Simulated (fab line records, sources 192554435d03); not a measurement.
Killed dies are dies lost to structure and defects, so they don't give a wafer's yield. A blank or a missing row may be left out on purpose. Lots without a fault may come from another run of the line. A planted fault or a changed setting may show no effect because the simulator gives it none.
A struck lot beside a sound one | flow n5_finfet | 45 steps out of a route of 1938
Sound: wafers L785.2, L785.5, L785.6. Struck: wafer L775.1. (L775.6 of the same lot was not struck and is left out.) The cause comes at the end.
At each step with rows: each side's tool, then ch and its chambers, then its first start. Under that, the readings that differ: sound wafers | struck wafers | difference of the means | sigmas: that difference in standard deviations of wafers without a fault.
alike: readings whose means differ by less than 2 such deviations, and words and numbers that are the same on both sides. not compared: withheld readings, readings that some wafer has no value for, bounds like >300 that may hide the same value, and numbers for which the record gives no deviation and whose values overlap.
The two part at a step that has a row with sigmas, a row that says differs or no value, or rows on one side only. Numbers that don't overlap but have no deviation are shown without sigmas and don't part them. A reading that every wafer of one side lacks parts them only if that side has two wafers or more.

first, 11 steps without rows for these wafers: N5_BEOL_M4_DESCUM_33 (chemistry O2, time 7 s); N5_BEOL_M4_ETCH_77 (etches underlayer in N2/H2, target depth 6.5 nm, time 5.2 s); N5_BEOL_M4_ETCH_69 (etches SiARC in CF4, target depth 15.6 nm, time 26 s); N5_BEOL_M4_ALD_98 (deposits SiO2, target thk 2.5 nm, pulse time 1 s, co reactant pulse time 1 s); N5_BEOL_M4_ETCHBACK_99 (etches SiO2 in CHF3, target depth 5 nm, time 10.4 s); N5_BEOL_M4_ETCH_70 (etches SOC in N2/H2, target depth 80 nm, overetch 24 nm, time 130 s); N5_BEOL_M4_STRIP_71 (strips in N2/H2); N5_BEOL_M4_STRIP_78 (strips in N2/H2); N5_BEOL_M4_VIA_ETCH_34 (etches the open film in C4F6/O2, target depth 69.4 nm, time 65.9 s); N5_BEOL_M4_STRIP_83 (strips in C4F6/O2); N5_BEOL_M4_STRIP_36 (strips in N2/H2).
N5_BEOL_M4_TRENCH_ETCH_37: etches SiOC in C4F6/O2, target depth 55.555 nm, time 29.2 s.
  sound on rie_diel-04 ch 1,2,3, day 13 13:16; struck on rie_diel-02 ch 2, day 11 02:23
  reading                             | sound            | struck | difference | sigmas
  run_length_s (s)                    | 51.5 52.5 52.6   | 58.0   | +5.8       | +14
  showerhead_plenum_p_Torr (Torr)     | 2.79 2.74 2.72   | 2.94   | +0.19      | +3
  model.BEOL_M4.feature_depth_nm (nm) | 56 56.4 55.8     | 66.6   | +10.5      |
  model.etch.depth_nm (nm)            | 55.96 56.5 55.85 | 66.54  | +10.44     |
  alike: O2_flow_sccm, drypump_motor_current_A, oes_product_au, rf_fwd_power_W, rf_vpp_V, throttle_valve_pct
  not compared: rf_hours_counter_h, model.TiN_of_BEOL_M4_HM_DEP_02.thk_nm
then, 2 steps without rows for these wafers: N5_BEOL_M4_ETCH_41 (etches SiCN in CH3F/O2, target depth 29.9 nm, time 52.5 s); N5_BEOL_M4_STRIP_97 (strips in N2/H2, time 10 s).
N5_BEOL_M4_OCD_MEAS_38:
  sound on ocd-01, day 13 13:25; struck on ocd-01, day 11 02:32
  reading              | sound          | struck | difference | sigmas
  trench_depth_nm (nm) | 55.4 56.6 56.2 | 66.1   | +10.0      | +13
then, 25 steps without rows for these wafers: N5_BEOL_M4_HM_STRIP_39 (strips TiN in peroxide tin strip, target depth 25 nm, time 158 s); N5_BEOL_M4_SRD_40 (time 30 s); N5_BEOL_M4_PRECLEAN_42 (cleans in residue remover, time 60 s); N5_BEOL_M4_SRD_43 (time 30 s); N5_BEOL_M4_DEGAS_44 (time 60 s); N5_BEOL_M4_PRE_CLEAN_45 (time 30 s); N5_BEOL_M4_ALD_84 (deposits TaN, pulse time 2 s, purge time 3 s, co reactant purge time 2 s); N5_BEOL_M4_SURFACE_TREAT_85; N5_BEOL_M4_CVD_47 (deposits Co from CCTBA/H2, target thk 3 nm, time 223.8 s); N5_BEOL_M4_SPUTTER_48 (material Cu, target thk 4.5 nm, time 8.29 s); N5_BEOL_M4_ANNEAL_49 (time 240 s); N5_BEOL_M4_SPUTTER_79 (material Cu, target thk 4.5 nm, time 8.29 s); N5_BEOL_M4_ANNEAL_80 (time 240 s); N5_BEOL_M4_SPUTTER_81 (material Cu, target thk 4.5 nm, time 8.29 s); N5_BEOL_M4_ANNEAL_82 (time 240 s); N5_BEOL_M4_SPUTTER_86 (material Cu, target thk 4.5 nm, time 8.29 s); N5_BEOL_M4_ANNEAL_87 (time 240 s); N5_BEOL_M4_SPUTTER_88 (material Cu, target thk 4.5 nm, time 8.29 s); N5_BEOL_M4_ANNEAL_89 (time 240 s); N5_BEOL_M4_SPUTTER_90 (material Cu, target thk 4.5 nm, time 8.29 s); N5_BEOL_M4_ANNEAL_91 (time 240 s); N5_BEOL_M4_SPUTTER_92 (material Cu, target thk 4.5 nm, time 8.29 s); N5_BEOL_M4_ANNEAL_93 (time 240 s); N5_BEOL_M4_SPUTTER_94 (material Cu, target thk 4.5 nm, time 8.29 s); N5_BEOL_M4_ANNEAL_95 (time 240 s).
N5_BEOL_M4_CMP_52: polishes, stops on SiOC, t overpolish 6.8 s, target thk 40 nm.
  sound on cmp-02 ch 0,1,2, day 13 16:50; struck on cmp-03 ch 0, day 11 06:21
  reading                                | sound             | struck | difference | sigmas
  motor_current_A (A)                    | 6.8 6.4 6.8       | 5.2    | -1.5       | -2
  slurry_filter_dp_kPa (kPa)             | 13.35 13.26 13.67 | 13.74  | +0.31      | +2
  time_to_endpoint_s (s)                 | 66 67 69          | 57     | -10        | -3
  model.Cu_of_BEOL_M4_ECD_50.thk_nm (nm) | 39.2 41 41.4      | 50     | +9         |
  alike: barrier_field_endpoint_s, overpolish_run_s
N5_BEOL_M4_THK_MEAS_53: measures by xrf.
  sound on film_metro-01, day 13 17:03; struck on film_metro-01, day 11 06:34
  reading     | sound          | struck | difference | sigmas
  M4_THK (nm) | 39.2 41.2 41.4 | 50.2   | +9.6       | +7
N5_BEOL_M4_RS_MEAS_58: measures by four-point-probe.
  sound on film_metro-02, day 13 17:34; struck on film_metro-01, day 11 06:50
  reading        | sound          | struck | difference | sigmas
  M4_RS (ohm/sq) | 0.69 0.65 0.64 | 0.50   | -0.16      | -5
N5_BEOL_M4_RC_MEAS_101:
  sound on prober-01 ch 0, day 13 18:16; struck on prober-01 ch 0, day 11 06:53
  reading       | sound       | struck | difference | sigmas
  ION_P (uA/um) | 467 469 471 | 454    | -15        | -2
  alike: DIBL_N, DIBL_P, IOFF_N, IOFF_P, ION_N, SS_N, SS_P, VT_N, VT_P
then, 1 step without rows for these wafers: N5_PASSIVATION_PROBE_49.

WHERE THEY PART
First at N5_BEOL_M4_TRENCH_ETCH_37; last, within this record, at N5_BEOL_M4_RC_MEAS_101.

WHY: what the simulator had put in
Process parameter drift: rie_diel-02, from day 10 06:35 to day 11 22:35, at N5_BEOL_M4_TRENCH_ETCH_37. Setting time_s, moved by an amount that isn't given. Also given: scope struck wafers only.
